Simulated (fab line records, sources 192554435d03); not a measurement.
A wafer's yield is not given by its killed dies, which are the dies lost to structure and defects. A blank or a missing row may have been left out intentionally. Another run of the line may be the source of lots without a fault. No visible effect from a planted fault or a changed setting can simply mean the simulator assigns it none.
Chamber matching | flow n5-finfet | N5_FIN_SAQP_ALD_61 on ald-sin-01: 4 sister chambers
The step deposits SiO2, target thk 4 nm, pulse time 1 s, purge time 2 s. 22 wafers are shown with their chamber, then 11 later ones without.

## WAFERS PAIRED WITH THEIR CHAMBERS
wafer  | chamber | heater-power-w (W) | precursor-pulse-height-rel
L075.1 | 1       | 475                | 1.000
L075.2 | 0       | 447                | 0.989
L075.3 | 2       | 491                | 1.005
L075.4 | 3       | 479                | 0.992
L075.5 | 3       | 470                | 0.994
L075.6 | 2       | 488                | 1.021
L077.4 | 3       | 488                | 0.995
L077.5 | 0       | 442                | 1.009
L077.6 | 3       | 482                | 1.006
L079.2 | 3       | 482                | 0.999
L079.5 | 2       | 495                | 0.998
L079.6 | 3       | 486                | 1.028
L082.1 | 3       | 489                | 0.999
L082.3 | 2       | 497                | 1.000
L082.4 | 2       | 484                | 1.002
L083.1 | 2       | 494                | 0.981
L083.4 | 2       | 490                | 0.999
L083.6 | 1       | 459                | 0.990
L086.1 | 1       | 458                | 0.987
L086.2 | 2       | 496                | 1.039
L086.3 | 3       | 485                | 0.989
L090.1 | 1       | 460                | 0.976

SIGNATURES, as means of the wafers listed above
reading                    | chamber 0 | chamber 1 | chamber 2 | chamber 3 | scatter within a chamber
heater-power-w             | 444.50    | 463.00    | 491.88    | 482.62    | 5.8
precursor-pulse-height-rel | 0.99900   | 0.98825   | 1.00562   | 1.00025   | 0.0143
Rule: distance of a wafer from a chamber = root of the sum over the readings of ((wafer's reading minus chamber's mean) / reading's scatter) squared. The wafer belongs to the nearest chamber; if the next one is less than 2 further off, it can't be placed. The scatter: take each reading less its chamber's mean, square it, sum over the shown wafers, divide by the number of wafers less the number of chambers, and take the root.

## WAFERS WHOSE CHAMBER IS MISSING
wafer  | heater-power-w (W) | precursor-pulse-height-rel
L090.2 | 451                | 0.984
L090.4 | 478                | 0.988
L091.1 | 463                | 0.986
L091.3 | 447                | 1.027
L091.4 | 498                | 1.006
L095.1 | 480                | 1.010
L095.2 | 450                | 1.019
L095.3 | 484                | 1.000
L097.1 | 492                | 1.007
L097.3 | 497                | 1.015
L097.5 | 448                | 1.016

## EACH ONE'S CHAMBER
wafer  | from the rows above          | in truth
L090.2 | can't be placed: 0 or 1      | 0
L090.4 | can't be placed: 3 or 1 or 2 | 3
L091.1 | 1                            | 1
L091.3 | can't be placed: 0 or 1      | 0
L091.4 | can't be placed: 2 or 3      | 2
L095.1 | can't be placed: 3 or 2      | 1
L095.2 | can't be placed: 0 or 1      | 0
L095.3 | can't be placed: 3 or 2      | 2
L097.1 | can't be placed: 2 or 3      | 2
L097.3 | can't be placed: 2 or 3      | 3
L097.5 | can't be placed: 0 or 1      | 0
Correct placement for 1 of the 11. These rows do not allow placing 10 (true chamber among the candidates in 9). Number placed wrongly: 0.
